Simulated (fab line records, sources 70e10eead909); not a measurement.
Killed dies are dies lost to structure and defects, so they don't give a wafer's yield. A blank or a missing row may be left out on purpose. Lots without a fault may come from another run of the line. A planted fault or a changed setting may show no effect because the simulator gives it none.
fab line records | flow nand_harc | part 1 of 2: steps 1 to 24 of 29
record lots=5 wafers=15 last_day=32
route steps=1302 shown A_ONON_D2@562 A_CHANNEL_HOLE_D2@570
lots that met no fault: from a run of the same line without faults
start_h: hours from the record's first day to the start of the lot's first wafer shown | wait_h: hours since the lot's step before | " the same as in the row above | L1.1+2: a row that stands for several wafers | - no value, or no start given | * or withheld: withheld | < > ~ a bound
route shown NAME@n: a module of which the file shows steps, and the number in the route of the first | usual: mean/standard deviation of fault-free wafers | same: alike in all rows | chamber/n: place in a boat | sites: the reading at each site | _std_site: their standard deviation | _edge_site: outer sites' mean less inner sites' | radius_mm: how far each site lies from the wafer's centre | mask NAME#n: copy n | behind: the tool/chamber that last shaped the wafer | hold: why the lot was held/for how many hours/how that ended | device: the transistor (n, p or np) that didn't switch | end of line: the same wafers' tests at the end of the route | a step without rows: its recipe alone | killed: dies lost to structure and defects at the first sort, not the wafer's yield | map: a wafer's dies, x killed, . not, _ none there
set.NAME: the setting as run; set.NAME@STEP: as run at that earlier step | model.NAME: the simulator's own value behind a step, which no gauge read
lots at some steps of the route; a table a step, a row a wafer
services: from which hour (start_h, from the record's first day; less than 0 if before it) a tool's chamber was out of use, for how many hours, and why
## steps
# step NHARC_A_ONON_D2_DEP_25
# recipe target_thk_a=10000 n2_flow_sccm=2750 n2o_flow_sccm=2000 nh3_flow_sccm=500 sih4_flow_sccm=210 temp_c=400
# usual n2_flow_sccm=2751/7.4 n2o_flow_sccm=2000/5.8
# columns lot.wafer tool chamber start_h wait_h n2_flow_sccm n2o_flow_sccm
L074.2 pecvd_onon-01 0 286.20 0.1 2760 2017
L074.4 " 0 " " 2749 2000
L074.6 " 0 " " 2768 1991
L091.1 pecvd_onon-04 0 453.37 0.1 2748 1990
L091.3 " 0 " " 2748 2001
L091.6 " 0 " " 2745 1997
L092.4 pecvd_onon-02 0 462.82 0.2 2740 1988
L092.5 " 0 " " 2755 1999
L092.6 " 0 " " 2743 1996
L094.1 pecvd_onon-01 0 488.37 0.1 2757 2009
L094.3 " 0 " " 2756 1993
L094.4 " 0 " " 2758 1997
L096.2 pecvd_onon-02 0 501.59 0.1 2752 1999
L096.5 " 0 " " 2747 1987
L096.6 " 0 " " 2732 1993
# step NHARC_A_ONON_D2_THK_MEAS_27
# recipe thk_meas_gauge=ellipsometry
# usual thk_nm=1002/8.9
# columns lot.wafer tool chamber start_h wait_h thk_nm
L074.2 film_metro-01 - 286.64 - 1005
L074.4 " - " " 1005
L074.6 " - " " 1004
L091.1 film_metro-01 - 453.87 - 1015
L091.3 " - " " 1013
L091.6 " - " " 1012
L092.4 film_metro-01 - 463.16 - 1004
L092.5 " - " " 1004
L092.6 " - " " 1002
L094.1 film_metro-02 - 488.87 - 1006
L094.3 " - " " 1005
L094.4 " - " " 1006
L096.2 film_metro-01 - 502.05 - 999
L096.5 " - " " 997
L096.6 " - " " 998
# step NHARC_A_ONON_D2_DEP_28
# recipe target_thk_a=10000 n2_flow_sccm=2750 n2o_flow_sccm=2000 nh3_flow_sccm=500 sih4_flow_sccm=210 temp_c=400
# usual n2_flow_sccm=2752/8.5 n2o_flow_sccm=2000/5.8
# columns lot.wafer tool chamber start_h wait_h n2_flow_sccm n2o_flow_sccm
L074.2 pecvd_onon-04 0 286.76 0.1 2743 2001
L074.4 " 0 " " 2745 1995
L074.6 " 0 " " 2757 1990
L091.1 pecvd_onon-04 0 453.93 0.1 2754 1995
L091.3 " 0 " " 2743 1997
L091.6 " 0 " " 2744 1990
L092.4 pecvd_onon-01 0 463.39 0.2 2756 1994
L092.5 " 0 " " 2758 1998
L092.6 " 0 " " 2764 1998
L094.1 pecvd_onon-04 0 488.93 0.1 2755 1996
L094.3 " 0 " " 2746 2001
L094.4 " 0 " " 2744 2003
L096.2 pecvd_onon-02 0 502.16 0.1 2754 1994
L096.5 " 0 " " 2747 1999
L096.6 " 0 " " 2751 1987
# step NHARC_A_ONON_D2_THK_MEAS_30
# recipe thk_meas_gauge=ellipsometry
# usual thk_nm=998/13
# columns lot.wafer tool chamber start_h wait_h thk_nm
L074.2 film_metro-02 - 287.21 - 1012
L074.4 " - " " 1011
L074.6 " - " " 1011
L091.1 film_metro-02 - 454.44 - 973
L091.3 " - " " 973
L091.6 " - " " 971
L092.4 film_metro-01 - 463.76 - 1003
L092.5 " - " " 1001
L092.6 " - " " 1003
L094.1 film_metro-02 - 489.44 - 1007
L094.3 " - " " 1006
L094.4 " - " " 1009
L096.2 film_metro-01 - 502.61 - 1011
L096.5 " - " " 1012
L096.6 " - " " 1013
# step NHARC_A_ONON_D2_DEP_33
# recipe target_thk_a=2000 temp_c=400 pressure_torr=6.5 rf_w=900 teos_flow_sccm=161.4 flow_sccm=2650 target_thk_nm=200 gas=O2 material=SiO2
# usual heater_power_w=551/75 throttle_valve_pct=15.9/0.32
# columns lot.wafer tool chamber start_h wait_h heater_power_w throttle_valve_pct
L074.2 pecvd-04 0 287.31 0.1 523 16.1
L074.4 " 0 " " 536 15.8
L074.6 " 1 " " 520 15.7
L091.3 pecvd-01 2 454.91 0.5 398 15.9
L091.1 " 0 " " 593 16.3
L091.6 " 2 " " 427 16.0
L092.4 pecvd-01 0 463.95 0.2 490 16.2
L092.6 " 1 " " 589 15.6
L092.5 " 2 " " 507 16.1
L094.3 pecvd-02 1 489.55 0.1 493 15.3
L094.1 " 2 " " 559 15.9
L094.4 " 2 " " 579 16.0
L096.2 pecvd-02 1 502.91 0.3 445 15.5
L096.6 " 2 " " 592 16.1
L096.5 " 0 " " 563 16.1
# step NHARC_A_ONON_D2_THK_MEAS_34
# recipe thk_meas_gauge=ellipsometry
# usual thk_nm=199.6/2.8
# columns lot.wafer tool chamber start_h wait_h thk_nm
L074.2 film_metro-01 - 287.67 - 199.4
L074.4 " - " " 201.5
L074.6 " - " " 201.9
L091.1 film_metro-01 - 455.32 - 192.4
L091.3 " - " " 197.2
L091.6 " - " " 202.8
L092.4 film_metro-02 - 464.23 - 197.3
L092.5 " - " " 200.8
L092.6 " - " " 198.9
L094.1 film_metro-01 - 489.92 - 197.7
L094.3 " - " " 195.5
L094.4 " - " " 199.8
L096.2 film_metro-02 - 503.33 - 200.0
L096.5 " - " " 201.4
L096.6 " - " " 200.7
# step NHARC_A_ONON_D2_INSPECT_32
# usual raw_defect_count=465/170
# columns lot.wafer tool chamber start_h wait_h raw_defect_count
L074.2 defect_inspect-01 - 287.74 0.0 476
L074.4 " - " " 588
L074.6 " - " " 366
L091.1 defect_inspect-01 - 455.38 0.0 402
L091.3 " - " " 788
L091.6 " - " " 597
L092.4 defect_inspect-02 - 464.31 0.0 549
L092.5 " - " " 539
L092.6 " - " " 779
L094.1 defect_inspect-01 - 490.00 0.0 343
L094.3 " - " " 422
L094.4 " - " " 415
L096.2 defect_inspect-01 - 503.41 0.0 360
L096.5 " - " " 191
L096.6 " - " " 355
# step NHARC_A_CHANNEL_HOLE_D2_DEP_00
# recipe target_thk_a=31000 temp_c=400 material=aC
# usual throttle_valve_pct=35.000/0.008
# columns lot.wafer tool chamber start_h wait_h throttle_valve_pct
L074.2 acl_dep-03 0 290.57 2.8 34.996
L074.4 " 0 " " 34.990
L074.6 " 0 " " 35.005
L091.1 acl_dep-01 0 458.58 3.2 34.990
L091.3 " 0 " " 35.006
L091.6 " 0 " " 35.007
L092.4 acl_dep-01 0 465.32 1.0 35.005
L092.5 " 0 " " 35.013
L092.6 " 0 " " 34.996
L094.1 acl_dep-02 0 490.08 0.1 35.007
L094.3 " 0 " " 35.004
L094.4 " 0 " " 34.999
L096.2 acl_dep-03 0 503.79 0.4 34.987
L096.5 " 0 " " 34.995
L096.6 " 0 " " 35.003
# step NHARC_A_CHANNEL_HOLE_D2_DEP_01
# recipe target_thk_a=1400 target_thk_nm=140 temp_c=400 pressure_torr=3.5 flow_sccm=200 rf_w=350 material=SiON
# usual heater_power_w=735/76
# columns lot.wafer tool chamber start_h wait_h heater_power_w
L074.2 pecvd-03 1 292.25 1.4 680
L074.6 " 0 " " 723
L074.4 " 1 " " 697
L091.1 pecvd-02 1 460.69 1.8 649
L091.3 " 0 " " 827
L091.6 " 2 " " 788
L092.5 pecvd-04 1 466.38 0.4 716
L092.4 " 2 " " 808
L092.6 " 0 " " 743
L094.3 pecvd-04 2 492.02 1.0 759
L094.1 " 0 " " 797
L094.4 " 2 " " 755
L096.2 pecvd-03 2 505.42 1.3 786
L096.6 " 2 " " 818
L096.5 " 0 " " 735
# step NHARC_A_CHANNEL_HOLE_D2_DEHYDRATE_02
# recipe temp_c=150 time_s=120
# usual resist_line_temp_C=23.01/0.11
# columns lot.wafer tool chamber start_h wait_h resist_line_temp_C
L074.2 litho_track-01 0 292.47 0.2 22.91
L074.4 " 0 " " 23.08
L074.6 " 0 " " 23.14
L091.1 litho_track-04 0 460.96 0.2 22.91
L091.3 " 0 " " 22.95
L091.6 " 0 " " 22.94
L092.4 litho_track-06 0 466.59 0.2 22.94
L092.5 " 0 " " 22.87
L092.6 " 0 " " 23.03
L094.1 litho_track-06 0 492.26 0.2 23.06
L094.3 " 0 " " 22.94
L094.4 " 0 " " 23.09
L096.2 litho_track-04 0 505.66 0.2 22.92
L096.5 " 0 " " 22.99
L096.6 " 0 " " 22.98
# step NHARC_A_CHANNEL_HOLE_D2_HMDS_03
# recipe time_s=30
# usual resist_line_temp_C=23.01/0.11
# columns lot.wafer tool chamber start_h wait_h resist_line_temp_C
L074.2 litho_track-01 0 - - 22.94
L074.4 " 0 " " 23.04
L074.6 " 0 " " 23.03
L091.1 litho_track-04 0 - - 23.01
L091.3 " 0 " " 23.16
L091.6 " 0 " " 22.86
L092.4 litho_track-06 0 - - 23.06
L092.5 " 0 " " 23.05
L092.6 " 0 " " 23.15
L094.1 litho_track-06 0 - - 23.30
L094.3 " 0 " " 23.03
L094.4 " 0 " " 23.14
L096.2 litho_track-04 0 - - 22.95
L096.5 " 0 " " 22.89
L096.6 " 0 " " 22.93
# step NHARC_A_CHANNEL_HOLE_D2_COAT_36
# recipe temp_c=260 time_s=75
# usual resist_line_temp_C=22.98/0.11
# columns lot.wafer tool chamber start_h wait_h resist_line_temp_C
L074.2 litho_track-01 0 - - 23.05
L074.4 " 0 " " 23.13
L074.6 " 0 " " 23.08
L091.1 litho_track-04 0 - - 23.01
L091.3 " 0 " " 23.06
L091.6 " 0 " " 23.07
L092.4 litho_track-06 0 - - 23.09
L092.5 " 0 " " 23.01
L092.6 " 0 " " 22.95
L094.1 litho_track-06 0 - - 22.91
L094.3 " 0 " " 23.02
L094.4 " 0 " " 23.00
L096.2 litho_track-04 0 - - 23.15
L096.5 " 0 " " 22.94
L096.6 " 0 " " 23.05
# step NHARC_A_CHANNEL_HOLE_D2_COAT_37
# recipe temp_c=225 time_s=65
# usual resist_line_temp_C=23.00/0.1
# columns lot.wafer tool chamber start_h wait_h resist_line_temp_C
L074.2 litho_track-01 0 - - 23.04
L074.4 " 0 " " 22.89
L074.6 " 0 " " 22.90
L091.1 litho_track-04 0 - - 23.12
L091.3 " 0 " " 22.89
L091.6 " 0 " " 22.86
L092.4 litho_track-06 0 - - 22.81
L092.5 " 0 " " 22.89
L092.6 " 0 " " 22.86
L094.1 litho_track-06 0 - - 23.02
L094.3 " 0 " " 23.12
L094.4 " 0 " " 22.86
L096.2 litho_track-04 0 - - 23.03
L096.5 " 0 " " 23.18
L096.6 " 0 " " 23.24
# step NHARC_A_CHANNEL_HOLE_D2_COAT_04
# recipe spin_rpm=1500 resist_thk_nm=90
# usual resist_line_temp_C=22.98/0.097
# columns lot.wafer tool chamber start_h wait_h resist_line_temp_C
L074.2 litho_track-01 0 - - 22.98
L074.4 " 0 " " 22.87
L074.6 " 0 " " 22.97
L091.1 litho_track-04 0 - - 22.90
L091.3 " 0 " " 23.01
L091.6 " 0 " " 23.00
L092.4 litho_track-06 0 - - 22.95
L092.5 " 0 " " 22.82
L092.6 " 0 " " 22.93
L094.1 litho_track-06 0 - - 22.91
L094.3 " 0 " " 22.91
L094.4 " 0 " " 23.09
L096.2 litho_track-04 0 - - 23.16
L096.5 " 0 " " 22.90
L096.6 " 0 " " 23.00
# step NHARC_A_CHANNEL_HOLE_D2_SOFTBAKE_05
# recipe temp_c=105 time_s=55
# usual resist_line_temp_C=23.00/0.1
# columns lot.wafer tool chamber start_h wait_h resist_line_temp_C
L074.2 litho_track-01 0 - - 22.94
L074.4 " 0 " " 22.90
L074.6 " 0 " " 22.84
L091.1 litho_track-04 0 - - 23.12
L091.3 " 0 " " 22.97
L091.6 " 0 " " 22.91
L092.4 litho_track-06 0 - - 22.88
L092.5 " 0 " " 22.86
L092.6 " 0 " " 22.92
L094.1 litho_track-06 0 - - 23.00
L094.3 " 0 " " 22.99
L094.4 " 0 " " 22.94
L096.2 litho_track-04 0 - - 22.86
L096.5 " 0 " " 22.85
L096.6 " 0 " " 22.89
# step NHARC_A_CHANNEL_HOLE_D2_EBR_06
# usual resist_line_temp_C=23.00/0.11
# columns lot.wafer tool chamber start_h wait_h resist_line_temp_C
L074.2 litho_track-01 0 - - 23.15
L074.4 " 0 " " 23.06
L074.6 " 0 " " 23.02
L091.1 litho_track-04 0 - - 22.95
L091.3 " 0 " " 22.82
L091.6 " 0 " " 22.99
L092.4 litho_track-06 0 - - 23.13
L092.5 " 0 " " 23.17
L092.6 " 0 " " 23.20
L094.1 litho_track-06 0 - - 22.97
L094.3 " 0 " " 23.14
L094.4 " 0 " " 23.03
L096.2 litho_track-04 0 - - 22.83
L096.5 " 0 " " 23.11
L096.6 " 0 " " 22.88
# step NHARC_A_CHANNEL_HOLE_D2_EXPOSE_07
# recipe na=1.35 target_cd_nm=100 sigma_outer=0.3 dose_mj=59.65 mask_id=HOLE_D2
# same na=1.35
# columns lot.wafer tool chamber start_h wait_h mask
L074.2+4+6 arfi_scanner-03 0 292.66 - HOLE_D2#0
L091.1+3+6 arfi_scanner-03 0 461.15 - HOLE_D2#0
L092.4+5+6 arfi_scanner-03 0 466.92 - HOLE_D2#0
L094.1+3+4 arfi_scanner-02 0 492.57 - HOLE_D2#0
L096.2+5+6 arfi_scanner-02 0 505.97 - HOLE_D2#0
# step NHARC_A_CHANNEL_HOLE_D2_PEB_08
# recipe peb_temp_c=100 peb_time_s=65
# usual resist_line_temp_C=23.00/0.096
# columns lot.wafer tool chamber start_h wait_h resist_line_temp_C
L074.2 litho_track-06 0 292.71 0.1 23.05
L074.4 " 0 " " 23.01
L074.6 " 0 " " 23.03
L091.1 litho_track-04 0 461.21 0.1 22.93
L091.3 " 0 " " 23.01
L091.6 " 0 " " 23.07
L092.4 litho_track-04 0 466.97 0.0 22.94
L092.5 " 0 " " 22.87
L092.6 " 0 " " 23.05
L094.1 litho_track-01 0 492.63 0.1 23.05
L094.3 " 0 " " 23.02
L094.4 " 0 " " 23.01
L096.2 litho_track-06 0 506.03 0.1 22.79
L096.5 " 0 " " 22.85
L096.6 " 0 " " 22.72
# step NHARC_A_CHANNEL_HOLE_D2_DEVELOP_09
# recipe develop_time_s=35 dev_temp_c=23
# usual resist_line_temp_C=23.00/0.1
# columns lot.wafer tool chamber start_h wait_h resist_line_temp_C
L074.2 litho_track-06 0 - - 22.84
L074.4 " 0 " " 22.97
L074.6 " 0 " " 22.90
L091.1 litho_track-04 0 - - 23.05
L091.3 " 0 " " 23.15
L091.6 " 0 " " 23.12
L092.4 litho_track-04 0 - - 22.88
L092.5 " 0 " " 23.01
L092.6 " 0 " " 23.01
L094.1 litho_track-01 0 - - 23.15
L094.3 " 0 " " 22.78
L094.4 " 0 " " 22.95
L096.2 litho_track-06 0 - - 22.96
L096.5 " 0 " " 23.04
L096.6 " 0 " " 23.03
# step NHARC_A_CHANNEL_HOLE_D2_CD_MEAS_10
# recipe target_cd_nm=100 landing_energy_ev=500
# usual cd_nm=99.9/0.48
# same landing_energy_ev=500
# columns lot.wafer tool chamber start_h wait_h cd_nm
L074.2 cd_sem-01 0 292.79 - 99.3
L074.4 " 0 " " 99.9
L074.6 " 0 " " 99.2
L091.1 cd_sem-01 0 461.29 - 100.0
L091.3 " 0 " " 100.3
L091.6 " 0 " " 100.1
L092.4 cd_sem-02 0 467.05 - 100.3
L092.5 " 0 " " 100.2
L092.6 " 0 " " 100.3
L094.1 cd_sem-02 0 492.71 - 100.1
L094.3 " 0 " " 99.4
L094.4 " 0 " " 100.5
L096.2 cd_sem-01 0 506.11 - 99.8
L096.5 " 0 " " 99.7
L096.6 " 0 " " 99.9
# step NHARC_A_CHANNEL_HOLE_D2_OVL_MEAS_11
# usual overlay_x_nm=0.1/0.88 overlay_y_nm=-0.1/0.57
# columns lot.wafer tool chamber start_h wait_h overlay_x_nm overlay_y_nm
L074.2 overlay-01 - 292.88 - -0.4 0.5
L074.4 " - " " 0.0 0.1
L074.6 " - " " -0.4 0.6
L091.1 overlay-02 - 461.38 - 0.8 -0.5
L091.3 " - " " 0.9 0.2
L091.6 " - " " 0.7 -0.6
L092.4 overlay-02 - 467.13 - 1.4 -0.2
L092.5 " - " " 1.3 0.2
L092.6 " - " " 1.5 0.5
L094.1 overlay-01 - 492.80 - -0.7 0.0
L094.3 " - " " -0.5 -0.5
L094.4 " - " " -1.0 0.6
L096.2 overlay-01 - 506.20 - 0.9 1.0
L096.5 " - " " 1.3 0.9
L096.6 " - " " 0.8 1.1
# step NHARC_A_CHANNEL_HOLE_D2_INSPECT_12
# usual raw_defect_count=28/22
# columns lot.wafer tool chamber start_h wait_h raw_defect_count
L074.2 defect_inspect-01 - 292.92 0.0 40
L074.4 " - " " 61
L074.6 " - " " 47
L091.1 defect_inspect-02 - 461.41 0.0 41
L091.3 " - " " 44
L091.6 " - " " 56
L092.4 defect_inspect-01 - 467.17 0.0 13
L092.5 " - " " 13
L092.6 " - " " 17
L094.1 defect_inspect-01 - 492.84 0.0 21
L094.3 " - " " 20
L094.4 " - " " 19
L096.2 defect_inspect-02 - 506.24 0.0 22
L096.5 " - " " 15
L096.6 " - " " 23
# step NHARC_A_CHANNEL_HOLE_D2_DESCUM_15
# recipe time_s=3 o2_flow_sccm=200 ar_flow_sccm=0 bias_power_w=0 chemistry=O2
# usual drypump_motor_current_A=5.8/0.38 oes_product_au=1.000/0.0084 rf_vpp_V=57.9/0.92 showerhead_plenum_p_Torr=1.95/0.073 throttle_valve_pct=11.313/0.0082
# columns lot.wafer tool chamber start_h wait_h drypump_motor_current_A oes_product_au rf_hours_counter_h rf_vpp_V showerhead_plenum_p_Torr throttle_valve_pct
L074.4 rie_diel-04 2 292.99 0.1 6.4 1.005 3.4 57.4 1.91 11.313
L074.2 " 3 " " 5.3 0.992 3.6 57.7 2.03 11.299
L074.6 " 2 " " 6.4 1.018 - 57.9 1.91 11.308
L091.1 rie_diel-07 1 461.47 0.1 5.9 1.004 8.8 59.1 2.06 11.295
L091.3 " 0 " " 6.0 0.998 8.8 58.0 1.93 11.318
L091.6 " 2 " " 5.5 0.993 - 59.5 2.05 11.319
L092.4 rie_diel-04 2 467.25 0.1 6.3 1.009 4.4 58.0 1.91 11.295
L092.5 " 3 " " 5.3 0.998 - 57.6 2.03 11.318
L092.6 " 0 " " 6.0 0.996 - 58.0 1.96 11.309
L094.1 rie_diel-07 3 492.90 0.1 6.2 1.001 0.7 57.2 1.82 11.330
L094.3 " 0 " " 6.0 0.996 0.9 60.5 1.93 11.304
L094.4 " 1 " " 6.0 0.989 1.3 58.8 2.06 11.308
L096.2 rie_diel-04 1 506.30 0.1 5.5 0.991 5.7 55.9 1.97 11.302
L096.5 " 1 " " 5.5 1.004 - 58.6 1.97 11.325
L096.6 " 2 " " 6.3 1.001 - 57.7 1.91 11.312
# step NHARC_A_CHANNEL_HOLE_D2_ETCH_38
# recipe target_depth_a=390 over_etch_frac=0.3 time_s=65 ion_energy_ev=80 cf4_flow_sccm=150 ar_flow_sccm=0 rf_w=300 bias_w=100 chemistry=CF4
# usual bias_w=100.02/0.28 drypump_motor_current_A=5.8/0.39 oes_product_au=1.000/0.0086 rf_vpp_V=151.7/1.1 showerhead_plenum_p_Torr=1.81/0.065 throttle_valve_pct=13.284/0.0098
# same over_etch_frac=0.3
# columns lot.wafer tool chamber start_h wait_h bias_w drypump_motor_current_A oes_product_au rf_hours_counter_h rf_vpp_V showerhead_plenum_p_Torr throttle_valve_pct
L074.2 rie_diel-04 1 293.07 0.1 100.29 5.5 1.024 3.9 151.7 1.82 13.300
L074.4 " 2 " " 99.92 6.3 1.001 3.4 152.3 1.77 13.295
L074.6 " 0 " " 99.52 6.1 0.997 - 150.5 1.81 13.267
L091.1 rie_diel-07 2 461.56 0.1 100.31 5.5 0.992 7.7 152.2 1.88 13.292
L091.3 " 1 " " 100.37 5.9 0.994 8.8 152.2 1.89 13.298
L091.6 " 3 " " 100.02 6.2 0.996 - 150.1 1.69 13.290
L092.4 rie_diel-04 3 467.31 0.1 100.18 5.3 0.998 4.8 152.9 1.87 13.301
L092.6 " 3 " " 99.53 5.3 1.007 - 153.0 1.87 13.267
L092.5 " 0 " " 99.80 6.1 1.003 - 152.3 1.81 13.291
L094.3 rie_diel-07 0 492.98 0.1 99.87 6.0 0.992 0.9 150.8 1.78 13.284
L094.4 " 1 " " 100.21 6.0 0.994 1.3 151.8 1.89 13.271
L094.1 " 3 " " 99.99 6.2 1.002 0.7 147.6 1.69 13.291
L096.2 rie_diel-04 2 506.40 0.1 100.47 6.4 1.005 5.4 151.6 1.76 13.282
L096.5 " 2 " " 100.72 6.4 1.008 - 152.1 1.76 13.286
L096.6 " 3 " " 100.13 5.3 0.998 - 152.2 1.87 13.287
